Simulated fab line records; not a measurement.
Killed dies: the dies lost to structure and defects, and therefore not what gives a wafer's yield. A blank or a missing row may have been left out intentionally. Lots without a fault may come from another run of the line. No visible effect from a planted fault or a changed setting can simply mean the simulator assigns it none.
What tool caused it? ; flow nandHarc ; 38 wafers from 13 lots sampled at 5 of the route's 1302 steps

WHAT THE GAUGES READ, wafer by wafer
NHARC_END_SORT_01.
lot;measured;on;killedAtArray;killedAtOther;killedAtPeriphery;killedDies;killedOpen;killedShort
L189;day 27 15:37;prober-01;59 290 88;1 0 1;8 7 4;68 297 93;4 1 5;5 3 7
L199;day 32 20:40;prober-01;64;1;1;66;2;3

TOOL THAT RAN EACH LOT (tool first, then ch and the chambers of the sampled wafers, then the start)
lot;NHARC_A_STAIRCASE_ETCH_15;NHARC_A_STAIRCASE_TRIM_16;NHARC_A_STAIRCASE_ETCH_21;NHARC_A_STAIRCASE_ETCH_27
L182;rieDiel-01 ch 0,2, day 16 03:16 or earlier;rieDiel-01 ch 0,3, day 16 03:16 or earlier;rieDiel-01 ch 2,3, day 16 03:16 or earlier;rieDiel-01 ch 0,2, day 16 03:16
L181;rieDiel-01 ch 2,3, day 16 03:25 or earlier;rieDiel-01 ch 0,2, day 16 03:25 or earlier;rieDiel-06 ch 1,3, day 16 03:25 or earlier;rieDiel-06 ch 1,2,3, day 16 03:25
L183;rieDiel-04 ch 0,1,3, day 17 08:58 or earlier;rieDiel-04 ch 0,2,3, day 17 08:58 or earlier;rieDiel-01 ch 0,2,3, day 17 08:58 or earlier;rieDiel-01 ch 0,1,2, day 17 08:58
L185;rieDiel-04 ch 0,1,3, day 17 15:16 or earlier;rieDiel-04 ch 2,3, day 17 15:16 or earlier;rieDiel-04 ch 2,3, day 17 15:16 or earlier;rieDiel-04 ch 0,1,3, day 17 15:16
L187;rieDiel-01 ch 0,3, day 18 07:46 or earlier;rieDiel-01 ch 1,2,3, day 18 07:46 or earlier;rieDiel-01 ch 0,3, day 18 07:46 or earlier;rieDiel-01 ch 0,1, day 18 07:46
L189;rieDiel-01 ch 0,2, day 19 00:22 or earlier;rieDiel-01 ch 2,3, day 19 00:22 or earlier;rieDiel-01 ch 1,3, day 19 00:22 or earlier;rieDiel-01 ch 2,3, day 19 00:22
L190;rieDiel-06 ch 0,1,2, day 19 17:40 or earlier;rieDiel-06 ch 1,3, day 19 17:40 or earlier;rieDiel-06 ch 1,2, day 19 17:40 or earlier;rieDiel-06 ch 1,2, day 19 17:40
L191;rieDiel-04 ch 1,2, day 20 06:24 or earlier;rieDiel-04 ch 1,2, day 20 06:24 or earlier;rieDiel-01 ch 0,1, day 20 06:24 or earlier;rieDiel-01 ch 0,2, day 20 06:24
L198;rieDiel-04 ch 2,3, day 22 13:16 or earlier;rieDiel-04 ch 1,2,3, day 22 13:16 or earlier;rieDiel-06 ch 0,2,3, day 22 13:16 or earlier;rieDiel-06 ch 0,3, day 22 13:16
L199;rieDiel-06 ch 1,2, day 23 15:05 or earlier;rieDiel-06 ch 0,1, day 23 15:05 or earlier;rieDiel-01 ch 0,2,3, day 23 15:05 or earlier;rieDiel-01 ch 0,1,3, day 23 15:05
L200;rieDiel-01 ch 1,2, day 23 15:35 or earlier;rieDiel-01 ch 1,2, day 23 15:35 or earlier;rieDiel-06 ch 1,2, day 23 15:35 or earlier;rieDiel-06 ch 0,2,3, day 23 15:35
L201;rieDiel-04 ch 1,2,3, day 24 09:38 or earlier;rieDiel-04 ch 0,2, day 24 09:38 or earlier;rieDiel-06 ch 0,2,3, day 24 09:38 or earlier;rieDiel-06 ch 0,1,3, day 24 09:38
L203;rieDiel-06 ch 0,2,3, day 24 22:11 or earlier;rieDiel-06 ch 0,2,3, day 24 22:11 or earlier;rieDiel-04 ch 1,2,3, day 24 22:11 or earlier;rieDiel-04 ch 1,2,3, day 24 22:11
- NHARC_A_STAIRCASE_ETCH_15: etches the open film in C4F8/O2, target depth 100 nm, time 40.5 s.
- NHARC_A_STAIRCASE_TRIM_16: chemistry O2, time 211.2 s.
- NHARC_A_STAIRCASE_ETCH_21: etches the open film in C4F8/O2, target depth 100 nm, time 40.5 s.
- NHARC_A_STAIRCASE_ETCH_27: etches the open film in C4F8/O2, target depth 100 nm, time 40.5 s.

AS READ BY THE TOOLS THEMSELVES (means over the sampled wafers that have a number; for cases with no such wafer, the mark the record gives instead)
NHARC_A_STAIRCASE_ETCH_15.
lot;tool;oesProductAu (a.u.);rfVppV (V);runLengthS (s)
L182;rieDiel-01;0.924;894;61.8
L181;rieDiel-01;0.937;890;61.9
L183;rieDiel-04;0.925;890;61.5
L185;rieDiel-04;0.934;890;61.4
L187;rieDiel-01;0.945;891;62.0
L189;rieDiel-01;0.935;892;61.6
L190;rieDiel-06;0.938;903;62.3
L191;rieDiel-04;0.935;898;61.3
L198;rieDiel-04;0.933;898;61.4
L199;rieDiel-06;0.935;905;61.9
L200;rieDiel-01;0.925;896;61.6
L201;rieDiel-04;0.948;899;61.4
L203;rieDiel-06;0.951;901;62.1

NHARC_A_STAIRCASE_TRIM_16.
lot;tool;drypumpMotorCurrentA (A);oesProductAu (a.u.);rfVppV (V);showerheadPlenumPTorr (Torr);throttleValvePct (%)
L182;rieDiel-01;5.2;0.990;57.2;3.41;17.039
L181;rieDiel-01;5.2;1.003;56.7;3.46;17.037
L183;rieDiel-04;5.9;0.998;58.4;3.51;17.035
L185;rieDiel-04;6.0;0.997;58.0;3.63;17.043
L187;rieDiel-01;5.8;0.988;57.0;3.45;17.033
L189;rieDiel-01;5.5;0.999;57.9;3.38;17.033
L190;rieDiel-06;6.3;0.990;58.5;3.66;17.029
L191;rieDiel-04;5.8;1.000;57.7;3.55;17.036
L198;rieDiel-04;6.0;0.986;57.0;3.45;17.043
L199;rieDiel-06;6.5;0.986;58.7;3.70;17.032
L200;rieDiel-01;5.9;0.991;58.2;3.45;17.045
L201;rieDiel-04;5.9;0.991;58.7;3.66;17.037
L203;rieDiel-06;5.7;1.004;58.2;3.65;17.040

NHARC_A_STAIRCASE_ETCH_21.
lot;tool;oesProductAu (a.u.);rfVppV (V);runLengthS (s)
L182;rieDiel-01;0.935;891;61.6
L181;rieDiel-06;0.934;902;61.4
L183;rieDiel-01;0.968;892;61.9
L185;rieDiel-04;0.923;892;61.7
L187;rieDiel-01;0.924;891;61.8
L189;rieDiel-01;0.938;896;61.8
L190;rieDiel-06;0.932;904;61.9
L191;rieDiel-01;0.946;896;61.5
L198;rieDiel-06;0.973;901;62.0
L199;rieDiel-01;0.945;890;61.8
L200;rieDiel-06;0.916;904;61.9
L201;rieDiel-06;0.975;902;62.2
L203;rieDiel-04;0.966;900;61.4

NHARC_A_STAIRCASE_ETCH_27.
lot;tool;oesProductAu (a.u.);rfVppV (V);runLengthS (s)
L182;rieDiel-01;0.940;894;62.0
L181;rieDiel-06;0.928;903;61.7
L183;rieDiel-01;0.931;895;61.9
L185;rieDiel-04;0.943;889;61.6
L187;rieDiel-01;0.911;898;61.6
L189;rieDiel-01;0.941;889;65.1
L190;rieDiel-06;0.921;904;62.0
L191;rieDiel-01;0.941;893;66.8
L198;rieDiel-06;0.951;899;62.1
L199;rieDiel-01;0.934;893;61.8
L200;rieDiel-06;0.935;900;62.0
L201;rieDiel-06;0.943;900;61.7
L203;rieDiel-04;0.944;899;61.5

THE ANSWER, worked out from the rows above alone
Rule: what is usual is taken from the lots themselves. Put in order of their means at a reading, lots are off if they are a third of the lots or fewer, leave a main group of 4 or more, and stand apart from it by a gap of 3 or more times the standard deviation of the main group's means; of several such gaps the widest counts. Not used: any main group whose means are identical at the precision the tables above print for the reading. Also off: a lot with no number at a reading for which 4 or more lots have one. Any other lot the step has rows for is counted as sound. Order of review: gauges by route order, followed by the tools' own readings, for which a lot's mean as printed above is used. The first step at which some lot is off is used, and at that step the reading that is off furthest; a lot without a number counts as furthest.
Off at NHARC_A_STAIRCASE_ETCH_27 (runLengthS): L189, L191. The main group: mean 61.8 s, standard deviation 0.19.
A tool fits if, at that step or a process step before it, it ran every lot that is off, and no sound lot after the first of them. Because NHARC_A_STAIRCASE_ETCH_15 lacks a start for some lots, the hours and order of its lots are taken from NHARC_A_STAIRCASE_ETCH_27. Because NHARC_A_STAIRCASE_TRIM_16 lacks a start for some lots, the hours and order of its lots are taken from NHARC_A_STAIRCASE_ETCH_27. Because NHARC_A_STAIRCASE_ETCH_21 lacks a start for some lots, the hours and order of its lots are taken from NHARC_A_STAIRCASE_ETCH_27. None of those tried fits.

WHAT HAD BEEN PUT IN BY THE SIMULATOR
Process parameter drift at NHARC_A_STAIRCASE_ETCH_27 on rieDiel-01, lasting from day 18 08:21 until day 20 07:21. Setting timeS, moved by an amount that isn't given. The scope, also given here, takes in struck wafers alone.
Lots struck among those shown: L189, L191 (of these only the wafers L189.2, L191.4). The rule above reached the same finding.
